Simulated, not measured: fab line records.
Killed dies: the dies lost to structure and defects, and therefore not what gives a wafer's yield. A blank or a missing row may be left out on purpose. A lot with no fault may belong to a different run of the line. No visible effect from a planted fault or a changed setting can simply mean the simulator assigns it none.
Matching of chambers + flow nand_harc + 4 sister chambers for NHARC_A_STAIRCASE_CMP_472 on cmp-03
The step polishes SiO2. 4 wafers are shown with their chamber, then 7 later ones without.

== WAFERS WITH THEIR CHAMBER ==
| wafer  | chamber | motor_current_A (A) |
|--------|---------|---------------------|
| L077.6 | 2       | 10.8                |
| L084.3 | 3       | 13.3                |
| L093.1 | 1       | 13.7                |
| L093.3 | 0       | 12.3                |

== WAFERS WHOSE CHAMBER IS MISSING ==
| wafer  | motor_current_A (A) |
|--------|---------------------|
| L093.6 | 13.2                |
| L090.1 | 13.0                |
| L090.3 | 12.9                |
| L090.6 | 14.0                |
| L095.1 | 10.5                |
| L095.3 | 13.0                |
| L095.4 | 12.8                |

== THE CHAMBER EACH PASSED THROUGH ==
| wafer  | from the rows above          | in truth |
|--------|------------------------------|----------|
| L093.6 | can't be placed: 3 or 1      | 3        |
| L090.1 | can't be placed: 3 or 0 or 1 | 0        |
| L090.3 | can't be placed: 3 or 0 or 1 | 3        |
| L090.6 | can't be placed: 1 or 3      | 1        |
| L095.1 | 2                            | 2        |
| L095.3 | can't be placed: 3 or 0 or 1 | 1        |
| L095.4 | can't be placed: 0 or 3 or 1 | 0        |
1 of 7 placed correctly. These rows do not allow placing 6 (true chamber among the candidates in 6). Placed wrongly: 0.
How it was worked out, from the rows above alone: a wafer's distance from a chamber is the root of the sum, over the readings, of the square of ((its reading less the chamber's mean) divided by the reading's scatter). The wafer belongs to the nearest chamber; if the next one is less than 2 further off, it can't be placed. The mean given for a chamber averages the wafers shown for that chamber. The scatter: with one shown wafer a chamber, the root of the mean of the squares of how far each hidden wafer lies from its nearest shown one.
